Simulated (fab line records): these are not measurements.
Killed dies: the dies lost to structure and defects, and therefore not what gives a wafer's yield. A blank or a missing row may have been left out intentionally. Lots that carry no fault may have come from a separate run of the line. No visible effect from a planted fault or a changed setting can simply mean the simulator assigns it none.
Split-lot trial :: flow n5_finfet :: on a route of 1938 steps: 7 lots, 39 wafers read

== THE SPLIT ITSELF ==
At N5_DUMMY_GATE_DESCUM_20 (chemistry O2, time 6.2 s), the setting time_s was moved away from the recipe's 6.2 s on 9 of the 39 wafers read, by -39.5% to +55.2%. All remaining wafers had this setting at the recipe value.

No step appears in the file between the split and the reading.

== THE READING ==
CAR-EUV_of_DUMMY_GATE_COAT_09.thk_nm (the simulator's own value, which no gauge read), in nm, at N5_DUMMY_GATE_ETCH_29 (etches underlayer in N2/H2, target depth 13 nm). The file gives no usual value for it. Here, 30 wafers ran the recipe; their average is 18.8 nm with a standard deviation of 0.29 nm.

wafer: L075.1
tool, chamber at the split: rie_diel-01, 0,1,2,2,3
time_s as run, s: 6.2
against the recipe: recipe
CAR-EUV_of_DUMMY_GATE_COAT_09.thk_nm, nm: 18.2
against lot-mates on the recipe: -

wafer: L075.2
tool, chamber at the split: rie_diel-01, 0,1,2,2,3
time_s as run, s: 6.2
against the recipe: recipe
CAR-EUV_of_DUMMY_GATE_COAT_09.thk_nm, nm: 18.6
against lot-mates on the recipe: -

wafer: L075.6
tool, chamber at the split: rie_diel-01, 0,1,2,2,3
time_s as run, s: 6.2
against the recipe: recipe
CAR-EUV_of_DUMMY_GATE_COAT_09.thk_nm, nm: 18.6
against lot-mates on the recipe: -

wafer: L075.3
tool, chamber at the split: rie_diel-01, 3
time_s as run, s: 6.2
against the recipe: recipe
CAR-EUV_of_DUMMY_GATE_COAT_09.thk_nm, nm: 18.4
against lot-mates on the recipe: -

wafer: L075.4
tool, chamber at the split: rie_diel-01, 0,1,2,2,3
time_s as run, s: 6.2
against the recipe: recipe
CAR-EUV_of_DUMMY_GATE_COAT_09.thk_nm, nm: 18.8
against lot-mates on the recipe: -

wafer: L075.5
tool, chamber at the split: rie_diel-01, 0,1,2,2,3
time_s as run, s: 6.2
against the recipe: recipe
CAR-EUV_of_DUMMY_GATE_COAT_09.thk_nm, nm: 18.8
against lot-mates on the recipe: -

wafer: L084.1
tool, chamber at the split: rie_diel-02, 2,1,3,0,1
time_s as run, s: 6.2
against the recipe: recipe
CAR-EUV_of_DUMMY_GATE_COAT_09.thk_nm, nm: 19.2
against lot-mates on the recipe: -

wafer: L084.6
tool, chamber at the split: rie_diel-02, 2
time_s as run, s: 6.2
against the recipe: recipe
CAR-EUV_of_DUMMY_GATE_COAT_09.thk_nm, nm: 19.2
against lot-mates on the recipe: -

wafer: L084.2
tool, chamber at the split: rie_diel-02, 2,1,3,0,1
time_s as run, s: 6.2
against the recipe: recipe
CAR-EUV_of_DUMMY_GATE_COAT_09.thk_nm, nm: 18.8
against lot-mates on the recipe: -

wafer: L084.3
tool, chamber at the split: rie_diel-02, 2,1,3,0,1
time_s as run, s: 6.2
against the recipe: recipe
CAR-EUV_of_DUMMY_GATE_COAT_09.thk_nm, nm: 18.8
against lot-mates on the recipe: -

wafer: L084.5
tool, chamber at the split: rie_diel-02, 2,1,3,0,1
time_s as run, s: 6.2
against the recipe: recipe
CAR-EUV_of_DUMMY_GATE_COAT_09.thk_nm, nm: 18.8
against lot-mates on the recipe: -

wafer: L084.4
tool, chamber at the split: rie_diel-02, 2,1,3,0,1
time_s as run, s: 6.2
against the recipe: recipe
CAR-EUV_of_DUMMY_GATE_COAT_09.thk_nm, nm: 18.6
against lot-mates on the recipe: -

wafer: L087.1
tool, chamber at the split: rie_diel-01, 1,0,0
time_s as run, s: 9.62
against the recipe: +55.2%
CAR-EUV_of_DUMMY_GATE_COAT_09.thk_nm, nm: 17.2
against lot-mates on the recipe: -1.9

wafer: L087.2
tool, chamber at the split: rie_diel-01, 2,2,1
time_s as run, s: 6.2
against the recipe: recipe
CAR-EUV_of_DUMMY_GATE_COAT_09.thk_nm, nm: 19.2
against lot-mates on the recipe: -

wafer: L087.5
tool, chamber at the split: rie_diel-01, 2,2,1
time_s as run, s: 6.2
against the recipe: recipe
CAR-EUV_of_DUMMY_GATE_COAT_09.thk_nm, nm: 19.2
against lot-mates on the recipe: -

wafer: L087.3
tool, chamber at the split: rie_diel-01, 1,0,0
time_s as run, s: 9.62
against the recipe: +55.2%
CAR-EUV_of_DUMMY_GATE_COAT_09.thk_nm, nm: 16.8
against lot-mates on the recipe: -2.3

wafer: L087.4
tool, chamber at the split: rie_diel-01, 1,0,0
time_s as run, s: 9.62
against the recipe: +55.2%
CAR-EUV_of_DUMMY_GATE_COAT_09.thk_nm, nm: 16.8
against lot-mates on the recipe: -2.3

wafer: L087.6
tool, chamber at the split: rie_diel-01, 2,2,1
time_s as run, s: 6.2
against the recipe: recipe
CAR-EUV_of_DUMMY_GATE_COAT_09.thk_nm, nm: 19
against lot-mates on the recipe: -

wafer: L091.1
tool, chamber at the split: rie_diel-04, 0
time_s as run, s: 6.2
against the recipe: recipe
CAR-EUV_of_DUMMY_GATE_COAT_09.thk_nm, nm: 18.8
against lot-mates on the recipe: -

wafer: L091.2
tool, chamber at the split: rie_diel-04, 3,1
time_s as run, s: 6.2
against the recipe: recipe
CAR-EUV_of_DUMMY_GATE_COAT_09.thk_nm, nm: 19.2
against lot-mates on the recipe: -

wafer: L091.3
tool, chamber at the split: rie_diel-04, 3,1
time_s as run, s: 6.2
against the recipe: recipe
CAR-EUV_of_DUMMY_GATE_COAT_09.thk_nm, nm: 19.2
against lot-mates on the recipe: -

wafer: L091.4
tool, chamber at the split: rie_diel-04, 2,1,2
time_s as run, s: 8.263
against the recipe: +33.3%
CAR-EUV_of_DUMMY_GATE_COAT_09.thk_nm, nm: 17.8
against lot-mates on the recipe: -1.3

wafer: L091.5
tool, chamber at the split: rie_diel-04, 2,1,2
time_s as run, s: 8.263
against the recipe: +33.3%
CAR-EUV_of_DUMMY_GATE_COAT_09.thk_nm, nm: 18.2
against lot-mates on the recipe: -0.9

wafer: L091.6
tool, chamber at the split: rie_diel-04, 2,1,2
time_s as run, s: 8.263
against the recipe: +33.3%
CAR-EUV_of_DUMMY_GATE_COAT_09.thk_nm, nm: 17.6
against lot-mates on the recipe: -1.5

wafer: L093.1
tool, chamber at the split: rie_diel-01, 0,2,3,2,0,3
time_s as run, s: 6.2
against the recipe: recipe
CAR-EUV_of_DUMMY_GATE_COAT_09.thk_nm, nm: 18.6
against lot-mates on the recipe: -

wafer: L093.3
tool, chamber at the split: rie_diel-01, 0,2,3,2,0,3
time_s as run, s: 6.2
against the recipe: recipe
CAR-EUV_of_DUMMY_GATE_COAT_09.thk_nm, nm: 18.6
against lot-mates on the recipe: -

wafer: L093.2
tool, chamber at the split: rie_diel-01, 0,2,3,2,0,3
time_s as run, s: 6.2
against the recipe: recipe
CAR-EUV_of_DUMMY_GATE_COAT_09.thk_nm, nm: 19
against lot-mates on the recipe: -

wafer: L093.4
tool, chamber at the split: rie_diel-01, 0,2,3,2,0,3
time_s as run, s: 6.2
against the recipe: recipe
CAR-EUV_of_DUMMY_GATE_COAT_09.thk_nm, nm: 19.2
against lot-mates on the recipe: -

wafer: L093.5
tool, chamber at the split: rie_diel-01, 0,2,3,2,0,3
time_s as run, s: 6.2
against the recipe: recipe
CAR-EUV_of_DUMMY_GATE_COAT_09.thk_nm, nm: 18.4
against lot-mates on the recipe: -

wafer: L093.6
tool, chamber at the split: rie_diel-01, 0,2,3,2,0,3
time_s as run, s: 6.2
against the recipe: recipe
CAR-EUV_of_DUMMY_GATE_COAT_09.thk_nm, nm: 18.8
against lot-mates on the recipe: -

wafer: L095.1
tool, chamber at the split: rie_diel-02, 0,2
time_s as run, s: 6.2
against the recipe: recipe
CAR-EUV_of_DUMMY_GATE_COAT_09.thk_nm, nm: 18.8
against lot-mates on the recipe: -

wafer: L095.6
tool, chamber at the split: rie_diel-02, 0
time_s as run, s: 6.2
against the recipe: recipe
CAR-EUV_of_DUMMY_GATE_COAT_09.thk_nm, nm: 18.8
against lot-mates on the recipe: -

wafer: L095.2
tool, chamber at the split: rie_diel-02, 0,2
time_s as run, s: 6.2
against the recipe: recipe
CAR-EUV_of_DUMMY_GATE_COAT_09.thk_nm, nm: 19.4
against lot-mates on the recipe: -

wafer: L095.3
tool, chamber at the split: rie_diel-02, 3,1,3
time_s as run, s: 3.75
against the recipe: -39.5%
CAR-EUV_of_DUMMY_GATE_COAT_09.thk_nm, nm: 20
against lot-mates on the recipe: +1.0

wafer: L095.4
tool, chamber at the split: rie_diel-02, 3,1,3
time_s as run, s: 3.75
against the recipe: -39.5%
CAR-EUV_of_DUMMY_GATE_COAT_09.thk_nm, nm: 20
against lot-mates on the recipe: +1.0

wafer: L095.5
tool, chamber at the split: rie_diel-02, 3,1,3
time_s as run, s: 3.75
against the recipe: -39.5%
CAR-EUV_of_DUMMY_GATE_COAT_09.thk_nm, nm: 20.2
against lot-mates on the recipe: +1.2

wafer: L097.1
tool, chamber at the split: rie_diel-01, 2,0,1
time_s as run, s: 6.2
against the recipe: recipe
CAR-EUV_of_DUMMY_GATE_COAT_09.thk_nm, nm: 19
against lot-mates on the recipe: -

wafer: L097.4
tool, chamber at the split: rie_diel-01, 2,0,1
time_s as run, s: 6.2
against the recipe: recipe
CAR-EUV_of_DUMMY_GATE_COAT_09.thk_nm, nm: 18.6
against lot-mates on the recipe: -

wafer: L097.5
tool, chamber at the split: rie_diel-01, 2,0,1
time_s as run, s: 6.2
against the recipe: recipe
CAR-EUV_of_DUMMY_GATE_COAT_09.thk_nm, nm: 18.6
against lot-mates on the recipe: -
The file does not say which wafer passed through which chamber wherever a row lists several chambers: such a row stands for several wafers.

THE FIT
A straight line over all 39 wafers: CAR-EUV_of_DUMMY_GATE_COAT_09.thk_nm changes by -0.0325 nm for each +1% of time_s; r = -0.93; the points scatter about the line by 0.28 nm.
The same after taking each lot's own level away (the mean of its wafers on the recipe; 39 wafers): -0.0352 nm for each +1%; r = -0.95; scatter 0.25 nm.
On that fit, the largest move of time_s shifts the reading by 1.9 nm.
From 18.57 to 19.13 nm: that is the span of the lots' own levels, equal to 2.0 times the standard deviation above.
Hence the lot-to-lot level has little effect on the slope; both slopes agree.
Check: with one of the wafers moved furthest among these (+55.2%) left out of the fit, the line predicts -2 nm for it against its lot-mates. Against them it came out at -1.93 nm.

== OTHER SPLITS APPLIED TO THESE WAFERS ==
Before the reading, these wafers also passed through other splits. Each is held against what the fit with the lots' levels taken away leaves over:
other split on the same wafers: N5_FIN_SAQP_MANDREL_ETCH_22 target_depth_a
wafers away from the commonest value: 6
r with CAR-EUV_of_DUMMY_GATE_COAT_09.thk_nm (lot level and that fit taken away): -0.03

== THE WHOLE CHAIN: every reading that the file lists as answering this split, in the file's order ==
step: N5_DUMMY_GATE_DESCUM_20
what it does: chemistry O2, time 6.2 s
reading: CAR-EUV_of_DUMMY_GATE_COAT_09.thk_nm (the simulator's own value, which no gauge read)
change (the file's fit): -0.0328 nm for each +1% of the setting
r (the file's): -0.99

step: N5_DUMMY_GATE_ETCH_29
what it does: etches underlayer in N2/H2, target depth 13 nm
reading: CAR-EUV_of_DUMMY_GATE_COAT_09.thk_nm (the simulator's own value, which no gauge read)
change (the file's fit): -0.0356 nm for each +1% of the setting
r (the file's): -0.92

== THE FILE'S OWN FIT ==
CAR-EUV_of_DUMMY_GATE_COAT_09.thk_nm changes by -0.0356 nm for each +1% of time_s, r = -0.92.
